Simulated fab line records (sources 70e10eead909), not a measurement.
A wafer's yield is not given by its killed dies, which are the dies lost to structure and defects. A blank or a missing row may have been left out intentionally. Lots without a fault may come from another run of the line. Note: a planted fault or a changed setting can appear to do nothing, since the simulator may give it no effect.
Problem report in the 8D (eight disciplines) form, filled by code || flow nand-harc || the parts of the form that need people (team, actions taken, sign-off) are left out

## 1. THE ISSUE
killed-at-periphery at NHARC_END_SORT_01 reads a mean of 649.0 on 3 wafers of 2 lots; wafers without a fault read 3.2 with a standard deviation of 2.4. That is +99 or more standard deviations from the usual mean.
First observed at day 25 06:20: wafer L812.5, on prober-01. The record has a number at this step for 6 wafers belonging to 2 lots. By rule, "out" or "out of limits" means more than 4 standard deviations away from the usual mean. The rest of the wafers with a number are treated as sound.

## 2. WHAT THIS IS AND IS NOT
{"question": "which readings at this step", "is": "killed-at-periphery, killed-dies", "is not": "killed-at-array, killed-at-other, killed-open, killed-short"}
{"question": "which lots", "is": "L812, L815", "is not": "-"}
{"question": "which wafers of those lots", "is": "L812.5, L815.1, L815.6", "is not": "L812.1, L812.3, L815.3"}
{"question": "read on which gauges", "is": "prober-01, prober-02", "is not": "-"}
{"question": "when", "is": "from day 25 06:20", "is not": "up to then (2 sound wafers); but 1 sound wafer of L815 came after"}

## 3. THE SUSPECTS, EACH WITH WHAT RULES IT OUT
Counting: a tool at a process step up to the reading stays a suspect if it ran every lot that is out. Sound lots after the first of them don't rule it out here, since some wafers of a struck lot are sound.
- the gauge at NHARC_END_SORT_01 has been ruled out. Those wafers that are out were read across 2 gauges (prober-01, prober-02).
- rie-diel-13 at NHARC_P_GATE_HM_OPEN_105 (chemistry O2/COS, target depth 360 nm): kept. It ran every lot that is out, first L812 (day 7 23:00). Its own oes-product-au readings are out on those wafers.
- At NHARC_P_GATE_HM_OPEN_105, inside rie-diel-13: chamber 0 took the wafers that are out, while their sound lot-mates went through chambers 2, 3.
Remaining after the count: rie-diel-13 at NHARC_P_GATE_HM_OPEN_105.

## 4. THE CAUSE (what the simulator had put in)
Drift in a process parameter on rie-diel-13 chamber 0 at NHARC_P_GATE_HM_OPEN_105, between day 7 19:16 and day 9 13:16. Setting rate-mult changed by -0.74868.
After counting, this tool was the only one left.

## 5. THE CHAIN OF EFFECTS, in route order
Rows list readings where the struck wafers' mean (over those with a number) sits beyond 3 standard deviations from the usual. Only readings whose record carries a usual standard deviation are examined. hours: median over the lots of the time between each lot's start at the first step of this table that gives one and its start at this step. sigmas: the change, counted in usual standard deviations.
{"hours": 0, "step": "NHARC_P_GATE_HM_OPEN_105", "reading": "oes-product-au", "usual": "0.995 a.u.", "on struck wafers": 0.532, "change": -0.463, "sigmas": -48}
{"hours": 415, "step": "NHARC_END_SORT_01", "reading": "killed-at-periphery", "usual": 3.2, "on struck wafers": 649.0, "change": "+645.8", "sigmas": "+99 or more"}
{"hours": 415, "step": "NHARC_END_SORT_01", "reading": "killed-dies", "usual": 31, "on struck wafers": 677, "change": "+646", "sigmas": "+54"}
Its process steps:
- NHARC_P_GATE_HM_OPEN_105: chemistry O2/COS, target depth 360 nm.

## 6. WHAT WOULD HAVE CAUGHT IT SOONER
In this record the first reading out of limits at a measuring or inspecting step was taken at day 25 06:20, 419 hours after the fault began at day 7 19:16.
At NHARC_P_GATE_HM_OPEN_105, the tool's own readings (oes-product-au) were out on each struck wafer the step has a row for, so an alarm limit on them would have fired on the first such wafer.
By day 25 06:20, every lot that is out (2) had started NHARC_P_GATE_HM_OPEN_105 on rie-diel-13. Had the tool been put on hold then, not one of them would have been saved.
